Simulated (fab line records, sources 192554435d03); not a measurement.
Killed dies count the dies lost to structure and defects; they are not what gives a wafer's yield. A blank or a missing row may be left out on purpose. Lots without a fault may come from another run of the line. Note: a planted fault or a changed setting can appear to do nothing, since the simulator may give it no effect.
Problem report, 8D (eight disciplines) form, completed by code || flow n5_finfet || the parts of the form that need people (team, actions taken, sign-off) are left out
Where a reading is given only as a bound, like >300, the bound stands for it, and a mean or a difference that rests on one is marked > or <: the true number lies beyond.

## 1. PROBLEM STATEMENT
raw_defect_count at N5_BEOL_M12_INSPECT_30 reads a mean of >300 on 3 wafers of 2 lots; wafers without a fault read 2.0 with a standard deviation of 1.5. So: +99 or more standard deviations from the usual mean.
The step: inspects for defects (macro).
The first sign was on wafer L367.5 at day 12 13:07, on defect_inspect-01. At this step, 29 wafers from 10 lots have a number in the record. By rule, "out" or "out of limits" means more than 4 standard deviations away from the usual mean. Any other wafer with a number is counted as sound.

## 2. WHAT IT IS; WHAT IT IS NOT
{"question": "which readings at this step", "is": "raw_defect_count", "is not": "-"}
{"question": "which lots", "is": "L367, L369", "is not": "L360, L363, L365, L366, L370, L378, L380, L381"}
{"question": "which wafers of those lots", "is": "L367.5, L369.3, L369.4", "is not": "L367.2, L367.6, L369.1"}
{"question": "read on which gauges", "is": "defect_inspect-01, defect_inspect-02", "is not": "-"}
{"question": "when", "is": "from day 12 13:07", "is not": "up to then (14 sound wafers); but 12 sound wafers of L369, L370, L378, L380, L381 came after"}

## 3. SUSPECTS, AND WHAT RULES EACH OUT
Counting: a tool at a process step up to the reading stays a suspect if it ran every lot that is out. Sound lots after the first of them don't rule it out here, since some wafers of a struck lot are sound.
- the gauge at N5_BEOL_M12_INSPECT_30 has been ruled out. 2 gauges (defect_inspect-01, defect_inspect-02) read the wafers that are out.
- rie_diel-06 at N5_BEOL_M12_ETCH_59 (etches BARC in N2/H2, target depth 89 nm, overetch 26.7 nm, time 67.9 s): kept. Every lot that is out went through it, the first being L367 (day 12 12:16); the last sound lot it ran before that was L366 (day 12 02:43).
- rie_diel-06 at N5_BEOL_M12_VIA_ETCH_16 (etches SiOC in C4F8/O2/Ar, target depth 724.8 nm): kept. Every lot that is out went through it, the first being L367 (day 12 12:19); the last sound lot it ran before that was L366 (day 12 02:46).
- rie_diel-06, N5_BEOL_M12_ETCH_59: wafers that are out in chamber 3, sound lot-mates in chambers 0, 1.
- rie_diel-06, N5_BEOL_M12_VIA_ETCH_16: wafers that are out in chamber 3, sound lot-mates in chambers 0, 1.
After counting, rie_diel-06 at N5_BEOL_M12_ETCH_59 and rie_diel-06 at N5_BEOL_M12_VIA_ETCH_16 remain.

## 4. THE CAUSE (what the simulator had put in)
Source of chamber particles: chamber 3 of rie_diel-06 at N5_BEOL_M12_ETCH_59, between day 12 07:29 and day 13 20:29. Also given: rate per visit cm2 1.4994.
Of the 2 suspects that counting leaves, this tool is one.

## 5. SEQUENCE OF EFFECTS, ordered by route
Rows list readings where the struck wafers' mean (over those with a number) sits beyond 3 standard deviations from the usual. Only readings for which the record gives a usual standard deviation are gone through. hours: the time from each lot's start at the first step in this table that gives one to its start at this step, as a median over the lots. sigmas: the change in usual standard deviations.
{"hours": 0, "step": "N5_BEOL_M12_INSPECT_30", "reading": "raw_defect_count", "usual": 2.0, "on struck wafers": ">300", "change": ">+298", "sigmas": "+99 or more"}
{"hours": 37, "step": "N5_PASSIVATION_PROBE_49", "reading": "defect_limited_yield", "usual": "91.2 %", "on struck wafers": 80.0, "change": -11.2, "sigmas": -7.0}
{"hours": 37, "step": "N5_PASSIVATION_PROBE_49", "reading": "killed_at_M4_up", "usual": 14, "on struck wafers": 161, "change": "+147", "sigmas": "+26"}
{"hours": 37, "step": "N5_PASSIVATION_PROBE_49", "reading": "killed_dies", "usual": 104, "on struck wafers": 236, "change": "+132", "sigmas": "+6.9"}
{"hours": 37, "step": "N5_PASSIVATION_PROBE_49", "reading": "sort_bin_5_function", "usual": "5.1 %", "on struck wafers": 12.2, "change": "+7.1", "sigmas": "+7.1"}
{"hours": 37, "step": "N5_PASSIVATION_PROBE_49", "reading": "sort_n_pass", "usual": 1076, "on struck wafers": 944, "change": -132, "sigmas": -6.9}
{"hours": 37, "step": "N5_PASSIVATION_PROBE_49", "reading": "sort_yield_pct", "usual": "91.2 %", "on struck wafers": 80.0, "change": -11.2, "sigmas": -7.0}
Process steps it contains:
- N5_PASSIVATION_PROBE_49

## 6. WHAT WOULD HAVE CAUGHT IT SOONER
6 hours passed between the start of the fault at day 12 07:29 and the first reading out of limits at a measuring or inspecting step in this record, taken at day 12 13:07.
Tool readings at N5_BEOL_M12_ETCH_59 with a usual standard deviation given in the record: none out on any struck wafer, hence no alarm at a limit of 4 standard deviations on them.
Of the lots that are out (2), L369 began N5_BEOL_M12_ETCH_59 on rie_diel-06 after day 12 13:07. It would have been spared by a hold on the tool at that moment.
